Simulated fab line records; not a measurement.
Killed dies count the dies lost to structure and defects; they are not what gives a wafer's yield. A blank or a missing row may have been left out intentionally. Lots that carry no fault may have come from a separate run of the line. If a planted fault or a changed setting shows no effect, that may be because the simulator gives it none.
fab line records	flow n5Finfet
[record] lots = 24	wafers = 72	lastDay = 18
route steps=1938 shown DUMMY_GATE@251 SPACER0@260 SD_EPI_N@289 SD_EPI_P@303 ILD0@339
lots that met no fault: taken from a fault-free run of the same line
startH: start of the lot's first displayed wafer, in hours after the record's first day	waitH: hours since the lot's step before	" the same as in the row above	L1.1+2: a row that stands for several wafers	- no value present, or no start provided	* or withheld: withheld	< > ~ a bound
route shown NAME@n: NAME is a module with steps in the file, n the number in the route of the first one	usual: mean and standard deviation over wafers with no fault	same: alike in all rows	chamber/n: place in a boat	sites: each site's reading	_std_site: standard deviation across them	_edge_site: mean of outer sites minus mean of inner sites	radiusMm: for every site, how far away it sits from the centre of the wafer	mask NAME#n: copy n	behind: the last tool/chamber to shape the wafer	hold: why the lot was held/for how many hours/how that ended	device: whichever transistor did not switch (one of n, p or np)	end of line: the tests these same wafers got at the end of their route	a step without rows: its recipe alone	killed: dies that structure and defects cost at the first sort, which is not the same as the wafer's yield	map: dies across one wafer; x = killed, . = not, _ = none there
set.NAME: the setting as run; set.NAME@STEP: as run at that earlier step	model.NAME: the simulator's own value behind a step, which no gauge read
steps of the route over a sample of lots; a table a step, a row a wafer
services: when a tool's chamber went out of use (startH, in hours from the record's first day, below 0 if earlier), for how many hours, and the reason
[[steps]]
[step N5_DUMMY_GATE_STRIP_48]
[recipe] chemistry = N2/H2	timeS = 20	powerW = 100	tempC = 40	pressureMtorr = 100	rfFrequencyHz = 6e+07	biasPowerW = 3	n2FlowSccm = 300	h2FlowSccm = 300
[usual] drypumpMotorCurrentA = 5.7/0.39	oesProductAu = 0.78/0.092	rfVppV = 45.3/0.83	showerheadPlenumPTorr = 3.44/0.13	throttleValvePct = 12.32/0.22
lot.wafer	tool	chamber	startH	waitH	drypumpMotorCurrentA	oesProductAu	rfHoursCounterH	rfVppV	showerheadPlenumPTorr	throttleValvePct
L074.1	rieDiel-06	3	47.93	0.0	5.1	0.69	219	45.7	3.36	12.48
L074.2	"	2	"	"	6.2	0.72	170	45.2	3.51	12.14
L074.3	"	1	"	"	5.2	0.88	25	45.5	3.56	12.18
L075.3	rieDiel-06	3	52.85	0.0	5.1	0.69	221	45.1	3.36	12.46
L075.4	"	2	"	"	6.2	0.74	171	45.1	3.50	12.14
L075.6	"	1	"	"	5.2	0.89	-	46.1	3.56	12.17
L076.2	rieDiel-06	3	59.59	0.0	5.2	0.68	223	45.9	3.36	12.49
L076.4	"	2	"	"	6.2	0.72	173	46.4	3.50	12.16
L076.5	"	2	"	"	6.2	0.72	-	45.2	3.50	12.15
L077.3	rieDiel-06	0	65.29	0.0	5.5	0.68	233	44.2	3.32	12.51
L077.4	"	1	"	"	5.3	0.87	-	46.7	3.56	12.18
L077.6	"	0	"	"	5.5	0.67	-	44.9	3.32	12.49
L078.2	rieDiel-06	0	74.38	0.0	5.5	0.67	236	45.8	3.31	12.49
L078.4	"	1	"	"	5.3	0.86	-	46.5	3.56	12.19
L078.6	"	2	"	"	6.2	0.72	-	46.6	3.50	12.16
L079.3	rieDiel-02	1	77.48	0.0	5.8	0.75	143	45.1	3.38	12.12
L079.4	"	2	"	"	5.8	1.00	-	44.3	3.61	12.16
L079.5	"	0	"	"	5.7	0.75	-	44.2	3.56	12.64
L080.2	rieDiel-06	0	83.97	0.0	5.5	0.67	239	44.0	3.31	12.54
L080.3	"	2	"	"	6.2	0.72	182	43.9	3.50	12.18
L080.4	"	3	"	"	5.1	0.69	227	44.5	3.36	12.49
L081.1	rieDiel-02	3	88.71	0.0	6.3	0.79	101	43.3	3.13	12.26
L081.4	"	0	"	"	5.7	0.76	148	44.1	3.56	12.65
L081.5	"	0	"	"	5.7	0.76	-	44.0	3.56	12.64
L082.1	rieDiel-06	1	96.39	0.0	5.3	0.85	41	45.0	3.55	12.20
L082.5	"	2	"	"	6.2	0.70	-	47.5	3.50	12.18
L082.6	"	1	"	"	5.2	0.84	-	46.1	3.55	12.21
L083.2	rieDiel-01	1	102.60	0.0	5.2	0.70	190	44.5	3.50	12.48
L083.3	"	2	"	"	5.5	0.74	183	46.4	3.48	12.41
L083.4	"	0	"	"	5.9	0.72	213	44.7	3.39	12.79
L084.1	rieDiel-02	3	108.40	0.0	6.3	0.79	107	44.5	3.13	12.28
L084.2	"	1	"	"	5.8	0.74	153	45.3	3.37	12.15
L084.4	"	0	"	"	5.7	0.76	155	44.9	3.55	12.66
L085.4	rieDiel-02	1	113.67	0.0	5.8	0.74	154	44.5	3.37	12.16
L085.5	"	3	"	"	6.3	0.78	-	45.5	3.13	12.27
L085.6	"	0	"	"	5.7	0.75	-	45.2	3.55	12.65
L086.1	rieDiel-06	3	119.60	0.0	5.1	0.67	237	45.2	3.35	12.53
L086.3	"	1	"	"	5.2	0.84	46	46.2	3.55	12.23
L086.4	"	2	"	"	6.2	0.71	191	44.6	3.49	12.21
L087.3	rieDiel-02	0	126.89	0.0	5.7	0.76	160	45.6	3.55	12.67
L087.5	"	1	"	"	5.8	0.73	-	45.8	3.37	12.15
L087.6	"	0	"	"	5.7	0.75	-	46.6	3.55	12.68
L088.3	rieDiel-06	2	135.17	0.0	6.2	0.71	197	44.7	3.49	12.20
L088.5	"	3	"	"	5.2	0.68	-	44.2	3.35	12.53
L088.6	"	1	"	"	5.2	0.83	-	45.6	3.55	12.25
L089.3	rieDiel-02	0	145.24	0.0	5.7	0.75	166	45.5	3.55	12.71
L089.5	"	0	"	"	5.7	0.75	-	45.8	3.55	12.70
L089.6	"	1	"	"	5.8	0.74	-	43.9	3.37	12.16
L090.1	rieDiel-01	2	151.05	0.0	5.5	0.73	199	45.9	3.47	12.44
L090.4	"	0	"	"	5.9	0.72	-	45.0	3.38	12.83
L090.6	"	1	"	"	5.2	0.69	-	45.2	3.50	12.50
L091.1	rieDiel-06	1	154.74	0.0	5.2	0.83	59	45.7	3.54	12.29
L091.3	"	2	"	"	6.2	0.70	203	45.3	3.49	12.24
L091.5	"	2	"	"	6.2	0.70	-	45.4	3.49	12.23
L092.2	rieDiel-06	0	154.98	0.0	5.5	0.94	4	44.6	3.31	11.93
L092.4	"	2	"	"	6.2	0.70	-	46.6	3.49	12.22
L092.5	"	1	"	"	5.2	0.83	-	45.5	3.54	12.26
L093.2	rieDiel-06	2	162.62	0.0	6.2	0.70	206	45.4	3.49	12.24
L093.3	"	0	"	"	5.5	0.93	7	44.9	3.30	11.93
L093.4	"	1	"	"	5.3	0.83	-	46.1	3.54	12.27
L094.2	rieDiel-06	0	166.95	0.0	5.5	0.93	9	45.0	3.30	11.94
L094.4	"	1	"	"	5.3	0.83	64	46.2	3.54	12.28
L094.5	"	0	"	"	5.5	0.93	-	44.9	3.30	11.93
L095.2	rieDiel-02	1	172.89	0.0	5.8	0.72	173	46.1	3.36	12.19
L095.5	"	3	"	"	6.3	0.78	-	44.0	3.12	12.32
L095.6	"	0	"	"	5.7	0.73	-	44.6	3.54	12.72
L096.2	rieDiel-06	1	179.37	0.0	5.2	0.82	67	44.7	3.54	12.28
L096.3	"	3	"	"	5.1	0.98	3	45.8	3.34	11.93
L096.5	"	1	"	"	5.3	0.83	-	44.6	3.54	12.29
L097.2	rieDiel-02	0	185.06	0.0	5.7	0.74	178	45.9	3.54	12.73
L097.3	"	1	"	"	5.8	0.74	176	44.5	3.36	12.19
L097.5	"	0	"	"	5.7	0.73	-	45.4	3.54	12.73
[step N5_SPACER0_ALD_08]
[recipe] material = SiNx	targetThkA = 20	tempC = 400	aldPrecursorFamily = SiH2I2	aldCoReactant = N2/H2-plasma	pressureTorr = 2
[usual] heaterPowerW = 884/100
lot.wafer	tool	chamber	startH	waitH	heaterPowerW
L074.1	aldSin-03	0	48.56	0.1	974
L074.2	"	1	"	"	1060
L074.3	"	2	"	"	976
L075.3	aldSin-02	1	53.48	0.1	857
L075.4	"	3	"	"	827
L075.6	"	0	"	"	752
L076.2	aldSin-03	0	60.22	0.1	967
L076.4	"	2	"	"	992
L076.5	"	0	"	"	960
L077.3	aldSin-03	2	65.98	0.1	969
L077.4	"	0	"	"	936
L077.6	"	3	"	"	823
L078.2	aldSin-01	3	75.03	0.1	849
L078.4	"	2	"	"	748
L078.6	"	1	"	"	809
L079.3	aldSin-02	1	78.12	0.1	870
L079.4	"	0	"	"	741
L079.5	"	1	"	"	867
L080.2	aldSin-03	1	84.61	0.1	1083
L080.3	"	2	"	"	1011
L080.4	"	0	"	"	950
L081.1	aldSin-02	2	89.76	0.1	859
L081.4	"	3	"	"	777
L081.5	"	2	"	"	860
L082.1	aldSin-02	1	97.02	0.1	848
L082.5	"	1	"	"	868
L082.6	"	0	"	"	745
L083.2	aldSin-01	0	103.24	0.1	946
L083.3	"	3	"	"	869
L083.4	"	2	"	"	740
L084.1	aldSin-01	3	109.05	0.1	870
L084.2	"	2	"	"	756
L084.4	"	0	"	"	950
L085.4	aldSin-01	3	114.38	0.1	840
L085.5	"	1	"	"	821
L085.6	"	0	"	"	930
L086.1	aldSin-03	3	121.12	0.1	852
L086.3	"	1	"	"	1079
L086.4	"	2	"	"	983
L087.3	aldSin-03	0	127.52	0.1	949
L087.5	"	1	"	"	1089
L087.6	"	2	"	"	1017
L088.3	aldSin-03	0	135.82	0.1	955
L088.5	"	2	"	"	1001
L088.6	"	3	"	"	831
L089.3	aldSin-01	3	145.88	0.1	834
L089.5	"	0	"	"	940
L089.6	"	3	"	"	856
L090.1	aldSin-02	0	151.70	0.1	745
L090.4	"	2	"	"	893
L090.6	"	3	"	"	808
L091.1	aldSin-02	3	155.39	0.1	801
L091.3	"	2	"	"	890
L091.5	"	3	"	"	786
L092.2	aldSin-01	2	155.62	0.1	758
L092.4	"	3	"	"	859
L092.5	"	1	"	"	830
L093.2	aldSin-01	1	163.25	0.1	829
L093.3	"	2	"	"	764
L093.4	"	3	"	"	874
L094.2	aldSin-03	2	167.59	0.1	998
L094.4	"	0	"	"	965
L094.5	"	1	"	"	1081
L095.2	aldSin-03	0	173.93	0.1	963
L095.5	"	2	"	"	1029
L095.6	"	1	"	"	1103
L096.2	aldSin-01	2	180.00	0.1	764
L096.3	"	3	"	"	858
L096.5	"	1	"	"	827
L097.2	aldSin-01	0	185.70	0.1	928
L097.3	"	3	"	"	853
L097.5	"	3	"	"	863
[step N5_SD_EPI_N_EPI_MEAS_23]
[recipe] mode = xrd
[usual] thkNm = 59.0/1.3
lot.wafer	tool	chamber	startH	waitH	thkNm
L074.1	filmMetro-02	-	53.52	1.9	56.8
L074.2	"	-	"	"	57.0
L074.3	"	-	"	"	58.3
L075.3	filmMetro-01	-	57.52	0.9	58.8
L075.4	"	-	"	"	58.8
L075.6	"	-	"	"	59.4
L076.2	filmMetro-01	-	64.15	1.2	59.3
L076.4	"	-	"	"	59.2
L076.5	"	-	"	"	59.1
L077.3	filmMetro-02	-	70.03	0.9	59.0
L077.4	"	-	"	"	59.2
L077.6	"	-	"	"	59.8
L078.2	filmMetro-02	-	82.41	1.2	59.6
L078.4	"	-	"	"	59.9
L078.6	"	-	"	"	57.8
L079.3	filmMetro-02	-	82.63	0.9	58.2
L079.4	"	-	"	"	54.9
L079.5	"	-	"	"	58.3
L080.2	filmMetro-02	-	88.64	1.2	59.1
L080.3	"	-	"	"	61.1
L080.4	"	-	"	"	61.6
L081.1	filmMetro-01	-	93.82	1.5	59.3
L081.4	"	-	"	"	60.5
L081.5	"	-	"	"	61.1
L082.1	filmMetro-01	-	100.94	1.4	59.5
L082.5	"	-	"	"	55.9
L082.6	"	-	"	"	57.8
L083.2	filmMetro-01	-	107.15	1.2	59.8
L083.3	"	-	"	"	58.7
L083.4	"	-	"	"	59.8
L084.1	filmMetro-01	-	115.95	1.9	59.2
L084.2	"	-	"	"	57.5
L084.4	"	-	"	"	59.7
L085.4	filmMetro-01	-	121.00	0.8	58.2
L085.5	"	-	"	"	58.6
L085.6	"	-	"	"	59.7
L086.1	filmMetro-02	-	125.89	1.9	60.9
L086.3	"	-	"	"	60.4
L086.4	"	-	"	"	61.9
L087.3	filmMetro-01	-	131.53	0.9	57.2
L087.5	"	-	"	"	60.5
L087.6	"	-	"	"	59.6
L088.3	filmMetro-02	-	140.15	0.9	56.3
L088.5	"	-	"	"	58.2
L088.6	"	-	"	"	58.3
L089.3	filmMetro-02	-	149.93	0.9	58.5
L089.5	"	-	"	"	60.7
L089.6	"	-	"	"	56.9
L090.1	filmMetro-01	-	156.48	1.9	58.4
L090.4	"	-	"	"	60.2
L090.6	"	-	"	"	59.9
L091.1	filmMetro-02	-	159.45	1.4	59.0
L091.3	"	-	"	"	58.2
L091.5	"	-	"	"	59.7
L092.2	filmMetro-01	-	160.58	1.5	57.4
L092.4	"	-	"	"	57.1
L092.5	"	-	"	"	58.6
L093.2	filmMetro-02	-	168.06	1.5	59.2
L093.3	"	-	"	"	60.0
L093.4	"	-	"	"	58.1
L094.2	filmMetro-02	-	171.54	1.2	60.4
L094.4	"	-	"	"	59.2
L094.5	"	-	"	"	60.0
L095.2	filmMetro-01	-	178.00	1.2	57.5
L095.5	"	-	"	"	57.7
L095.6	"	-	"	"	58.6
L096.2	filmMetro-01	-	183.92	1.2	60.1
L096.3	"	-	"	"	56.6
L096.5	"	-	"	"	59.5
L097.2	filmMetro-02	-	189.61	1.2	58.4
L097.3	"	-	"	"	60.2
L097.5	"	-	"	"	58.2
[step N5_SD_EPI_P_CD_MEAS_09]
[recipe] targetCdNm = 240	landingEnergyEv = 500	detector = seInlens
[usual] cdNm = 240.1/0.9
lot.wafer	tool	chamber	startH	waitH	cdNm
L074.1	cdSem-02	0	54.48	-	239.7
L074.2	"	0	"	"	240.7
L074.3	"	0	"	"	240.5
L075.3	cdSem-03	0	58.56	-	239.6
L075.4	"	0	"	"	241.3
L075.6	"	0	"	"	240.5
L076.2	cdSem-01	0	65.00	-	239.4
L076.4	"	0	"	"	239.8
L076.5	"	0	"	"	239.4
L077.3	cdSem-01	0	70.98	-	238.8
L077.4	"	0	"	"	238.0
L077.6	"	0	"	"	239.8
L078.2	cdSem-01	0	83.30	-	242.2
L078.4	"	0	"	"	240.5
L078.6	"	0	"	"	241.9
L079.3	cdSem-01	0	83.51	-	238.5
L079.4	"	0	"	"	240.3
L079.5	"	0	"	"	240.1
L080.2	cdSem-01	0	89.79	-	240.9
L080.3	"	0	"	"	240.0
L080.4	"	0	"	"	241.8
L081.1	cdSem-02	0	96.02	-	240.4
L081.4	"	0	"	"	241.2
L081.5	"	0	"	"	238.9
L082.1	cdSem-01	0	101.90	-	239.9
L082.5	"	0	"	"	238.1
L082.6	"	0	"	"	240.0
L083.2	cdSem-02	0	107.97	-	238.9
L083.3	"	0	"	"	239.3
L083.4	"	0	"	"	240.3
L084.1	cdSem-01	0	116.78	-	239.2
L084.2	"	0	"	"	240.1
L084.4	"	0	"	"	239.3
L085.4	cdSem-03	0	121.95	-	241.0
L085.5	"	0	"	"	240.9
L085.6	"	0	"	"	240.1
L086.1	cdSem-02	0	126.75	-	240.6
L086.3	"	0	"	"	239.4
L086.4	"	0	"	"	239.6
L087.3	cdSem-02	0	132.37	-	240.7
L087.5	"	0	"	"	239.5
L087.6	"	0	"	"	240.3
L088.3	cdSem-03	0	141.00	-	241.2
L088.5	"	0	"	"	240.7
L088.6	"	0	"	"	238.9
L089.3	cdSem-02	0	150.89	-	240.1
L089.5	"	0	"	"	240.1
L089.6	"	0	"	"	239.4
L090.1	cdSem-02	0	157.43	-	239.7
L090.4	"	0	"	"	238.1
L090.6	"	0	"	"	240.4
L091.1	cdSem-01	0	160.61	-	242.1
L091.3	"	0	"	"	240.9
L091.5	"	0	"	"	241.4
L092.2	cdSem-02	0	162.01	-	241.0
L092.4	"	0	"	"	240.9
L092.5	"	0	"	"	240.3
L093.2	cdSem-03	0	168.89	-	239.5
L093.3	"	0	"	"	240.9
L093.4	"	0	"	"	239.2
L094.2	cdSem-01	0	172.37	-	239.9
L094.4	"	0	"	"	240.1
L094.5	"	0	"	"	239.6
L095.2	cdSem-03	0	178.83	-	239.4
L095.5	"	0	"	"	239.0
L095.6	"	0	"	"	239.6
L096.2	cdSem-03	0	186.84	-	239.7
L096.3	"	0	"	"	240.7
L096.5	"	0	"	"	240.8
L097.2	cdSem-03	0	190.73	-	240.6
L097.3	"	0	"	"	239.7
L097.5	"	0	"	"	240.6
[step N5_SD_EPI_P_ETCH_37]
[recipe] chemistry = N2/H2	target = SOC	overetchA = 1080	maskMaterial = SiARC	tempC = 40	ionEnergyEv = 100	sourceW = 3000	biasW = 133	pressureMtorr = 20	timeS = 486	n2FlowSccm = 200	h2FlowSccm = 200	ends = endPoint
[usual] drypumpMotorCurrentA = 5.7/0.42	oesProductAu = 0.68/0.073	rfVppV = 241.2/1.3	showerheadPlenumPTorr = 2.59/0.082	throttleValvePct = 24.0/0.33
lot.wafer	tool	chamber	startH	waitH	drypumpMotorCurrentA	oesProductAu	rfHoursCounterH	rfVppV	showerheadPlenumPTorr	throttleValvePct
L074.1	rieDiel-06	3	54.66	0.0	5.1	0.62	221	239.9	2.53	23.7
L074.2	"	0	"	"	5.5	0.62	230	240.3	2.49	24.0
L074.3	"	1	"	"	5.2	0.79	28	243.0	2.68	24.0
L075.3	rieDiel-01	1	59.07	0.0	5.2	0.65	175	243.4	2.64	24.1
L075.4	"	2	"	"	5.5	0.68	170	241.4	2.63	23.9
L075.6	"	0	"	"	5.9	0.65	-	241.4	2.55	24.7
L076.2	rieDiel-01	1	65.18	0.0	5.2	0.65	177	241.6	2.64	24.1
L076.4	"	3	"	"	6.4	0.63	227	240.8	2.62	23.9
L076.5	"	0	"	"	5.9	0.65	-	240.0	2.55	24.7
L077.3	rieDiel-02	0	71.17	0.0	5.7	0.69	141	241.8	2.69	24.5
L077.4	"	1	"	"	5.8	0.67	-	240.7	2.54	23.6
L077.6	"	1	"	"	5.8	0.67	-	242.1	2.54	23.6
L078.2	rieDiel-01	3	83.47	0.0	6.4	0.63	233	241.4	2.62	23.9
L078.4	"	2	"	"	5.5	0.67	177	241.5	2.62	23.9
L078.6	"	1	"	"	5.2	0.64	-	243.3	2.64	24.1
L079.3	rieDiel-02	3	83.79	0.0	6.3	0.70	100	239.4	2.34	24.0
L079.4	"	2	"	"	5.7	0.89	3	242.5	2.72	24.4
L079.5	"	3	"	"	6.3	0.71	-	239.4	2.34	24.0
L080.2	rieDiel-06	0	89.97	0.0	5.5	0.62	241	239.3	2.49	24.0
L080.3	"	1	"	"	5.2	0.76	39	242.0	2.68	24.0
L080.4	"	2	"	"	6.2	0.64	183	240.6	2.64	23.8
L081.1	rieDiel-01	3	96.20	0.0	6.4	0.62	237	242.2	2.62	23.9
L081.4	"	2	"	"	5.5	0.67	182	241.5	2.62	23.9
L081.5	"	1	"	"	5.2	0.64	-	242.8	2.64	24.1
L082.1	rieDiel-06	3	102.08	0.0	5.1	0.61	233	240.0	2.52	23.7
L082.5	"	3	"	"	5.1	0.61	-	240.1	2.52	23.7
L082.6	"	2	"	"	6.2	0.63	-	243.6	2.63	23.8
L083.2	rieDiel-06	2	108.15	0.0	6.2	0.63	188	242.1	2.63	23.8
L083.3	"	1	"	"	5.2	0.76	44	244.2	2.68	24.0
L083.4	"	0	"	"	5.5	0.61	246	240.0	2.49	24.0
L084.1	rieDiel-06	0	116.96	0.0	5.5	0.61	248	239.8	2.49	24.1
L084.2	"	2	"	"	6.2	0.63	190	240.2	2.63	23.8
L084.4	"	1	"	"	5.2	0.75	46	241.7	2.68	24.0
L085.4	rieDiel-02	3	122.12	0.0	6.3	0.70	111	238.6	2.34	24.0
L085.5	"	0	"	"	5.7	0.68	-	242.1	2.68	24.5
L085.6	"	1	"	"	5.8	0.65	-	242.9	2.53	23.6
L086.1	rieDiel-02	2	127.20	0.0	5.7	0.85	15	242.6	2.72	24.4
L086.3	"	1	"	"	5.8	0.66	158	240.1	2.53	23.6
L086.4	"	0	"	"	5.7	0.67	161	242.4	2.68	24.5
L087.3	rieDiel-06	1	132.54	0.0	5.2	0.75	52	242.7	2.67	24.0
L087.5	"	1	"	"	5.2	0.75	-	242.7	2.67	24.1
L087.6	"	3	"	"	5.1	0.60	-	241.9	2.52	23.7
L088.3	rieDiel-06	1	141.18	0.0	5.3	0.75	55	243.3	2.67	24.1
L088.5	"	3	"	"	5.1	0.61	-	240.0	2.51	23.8
L088.6	"	2	"	"	6.2	0.62	-	242.8	2.63	23.8
L089.3	rieDiel-06	3	151.06	0.0	5.1	0.61	249	239.6	2.51	23.7
L089.5	"	0	"	"	5.5	0.86	-	241.3	2.48	23.8
L089.6	"	1	"	"	5.2	0.74	-	241.9	2.67	24.1
L090.1	rieDiel-01	0	157.61	0.0	5.9	0.63	229	239.0	2.54	24.8
L090.4	"	1	"	"	5.2	0.63	-	240.8	2.63	24.2
L090.6	"	2	"	"	5.5	0.65	-	241.7	2.61	23.9
L091.1	rieDiel-02	2	160.79	0.0	5.7	0.82	27	242.6	2.71	24.4
L091.3	"	3	"	"	6.3	0.69	123	237.9	2.33	24.0
L091.5	"	1	"	"	5.8	0.65	-	241.5	2.53	23.7
L092.2	rieDiel-01	0	162.19	0.0	5.9	0.63	231	240.7	2.54	24.8
L092.4	"	0	"	"	5.9	0.63	-	240.2	2.54	24.8
L092.5	"	1	"	"	5.2	0.63	-	242.8	2.63	24.1
L093.2	rieDiel-06	2	169.06	0.0	6.2	0.62	208	241.3	2.62	23.9
L093.3	"	3	"	"	5.1	0.89	0	239.2	2.51	23.8
L093.4	"	1	"	"	5.2	0.73	64	241.0	2.67	24.1
L094.2	rieDiel-01	1	172.56	0.0	5.2	0.62	206	240.9	2.63	24.2
L094.4	"	1	"	"	5.2	0.63	-	241.2	2.63	24.2
L094.5	"	2	"	"	5.5	0.65	-	241.4	2.61	24.0
L095.2	rieDiel-01	2	179.01	0.0	5.5	0.65	210	242.5	2.61	23.9
L095.5	"	3	"	"	6.4	0.85	-	242.2	2.61	23.6
L095.6	"	2	"	"	5.5	0.65	-	243.1	2.61	23.9
L096.2	rieDiel-01	2	187.19	0.0	5.5	0.65	213	243.3	2.61	24.0
L096.3	"	1	"	"	5.2	0.63	212	243.1	2.63	24.2
L096.5	"	0	"	"	5.9	0.63	-	239.1	2.54	24.8
L097.2	rieDiel-06	3	190.91	0.0	5.2	0.86	7	242.0	2.51	23.8
L097.3	"	0	"	"	5.5	0.82	15	240.2	2.48	23.8
L097.5	"	2	"	"	6.2	0.61	-	241.7	2.62	23.9
[step N5_ILD0_THK_MEAS_04]
[usual] thkNm = 196.9/1.1
lot.wafer	tool	chamber	startH	waitH	thkNm
L074.1	filmMetro-02	-	62.85	-	196.3
L074.2	"	-	"	"	195.4
L074.3	"	-	"	"	197.9
L075.3	filmMetro-02	-	66.16	-	198.0
L075.4	"	-	"	"	197.2
L075.6	"	-	"	"	199.0
L076.2	filmMetro-01	-	72.25	-	197.9
L076.4	"	-	"	"	198.0
L076.5	"	-	"	"	197.9
L077.3	filmMetro-01	-	78.57	-	197.6
L077.4	"	-	"	"	197.8
L077.6	"	-	"	"	196.9
L078.2	filmMetro-02	-	90.59	-	196.0
L078.4	"	-	"	"	197.5
L078.6	"	-	"	"	196.0
L079.3	filmMetro-01	-	91.95	-	196.3
L079.4	"	-	"	"	196.0
L079.5	"	-	"	"	197.2
L080.2	filmMetro-01	-	97.16	-	195.5
L080.3	"	-	"	"	196.5
L080.4	"	-	"	"	197.1
L081.1	filmMetro-02	-	103.34	-	195.5
L081.4	"	-	"	"	198.1
L081.5	"	-	"	"	196.8
L082.1	filmMetro-02	-	109.34	-	197.6
L082.5	"	-	"	"	196.5
L082.6	"	-	"	"	195.9
L083.2	filmMetro-02	-	116.00	-	196.2
L083.3	"	-	"	"	197.7
L083.4	"	-	"	"	195.5
L084.1	filmMetro-01	-	125.25	-	196.6
L084.2	"	-	"	"	195.3
L084.4	"	-	"	"	197.3
L085.4	filmMetro-02	-	130.30	-	196.7
L085.5	"	-	"	"	194.6
L085.6	"	-	"	"	197.2
L086.1	filmMetro-02	-	135.13	-	197.0
L086.3	"	-	"	"	198.1
L086.4	"	-	"	"	198.5
L087.3	filmMetro-01	-	140.06	-	196.3
L087.5	"	-	"	"	195.3
L087.6	"	-	"	"	195.9
L088.3	filmMetro-02	-	148.66	-	197.7
L088.5	"	-	"	"	194.4
L088.6	"	-	"	"	195.2
L089.3	filmMetro-02	-	158.19	-	197.6
L089.5	"	-	"	"	197.6
L089.6	"	-	"	"	196.6
L090.1	filmMetro-02	-	165.69	-	196.6
L090.4	"	-	"	"	198.9
L090.6	"	-	"	"	197.9
L091.1	filmMetro-01	-	167.94	-	194.9
L091.3	"	-	"	"	198.2
L091.5	"	-	"	"	199.0
L092.2	filmMetro-02	-	169.39	-	197.9
L092.4	"	-	"	"	194.1
L092.5	"	-	"	"	198.1
L093.2	filmMetro-02	-	178.14	-	196.8
L093.3	"	-	"	"	196.3
L093.4	"	-	"	"	198.5
L094.2	filmMetro-01	-	180.61	-	194.9
L094.4	"	-	"	"	196.9
L094.5	"	-	"	"	196.3
L095.2	filmMetro-02	-	187.07	-	197.7
L095.5	"	-	"	"	197.3
L095.6	"	-	"	"	197.1
L096.2	filmMetro-01	-	194.40	-	196.5
L096.3	"	-	"	"	195.3
L096.5	"	-	"	"	196.2
L097.2	filmMetro-02	-	198.02	-	197.0
L097.3	"	-	"	"	197.2
L097.5	"	-	"	"	198.2
[[services]]
tool	chamber	startH	hours	kind
aldSin-02	-	27.29	1.3	repair
rieDiel-06	3	28.21	5.1	repair
rieDiel-01	1	38.58	10.4	repair
rieDiel-02	2	50.50	-	clean
rieDiel-02	2	50.50	-	consumableReplace:focusRing
rieDiel-02	2	50.50	-	consumableReplace:showerhead
rieDiel-02	2	50.50	26.3	scheduledDown
rieDiel-02	2	50.50	26.3	ventCycle
aldSin-02	3	56.29	1.7	repair
aldSin-03	-	56.38	1.0	repair
rieDiel-06	3	62.83	13.2	repair
rieDiel-01	1	109.26	19.6	repair
rieDiel-01	0	121.21	7.5	repair
rieDiel-06	0	123.19	-	clean
rieDiel-06	0	123.19	-	consumableReplace:focusRing
rieDiel-06	0	123.19	19.6	scheduledDown
rieDiel-06	0	123.19	19.6	ventCycle
rieDiel-01	3	148.32	7.9	repair
rieDiel-06	3	154.22	-	clean
rieDiel-06	3	154.22	-	consumableReplace:focusRing
rieDiel-06	3	154.22	12.6	scheduledDown
rieDiel-06	3	154.22	12.6	ventCycle
aldSin-02	-	161.48	2.8	pm
aldSin-02	-	176.75	14.0	pm
[[key]]
fault none
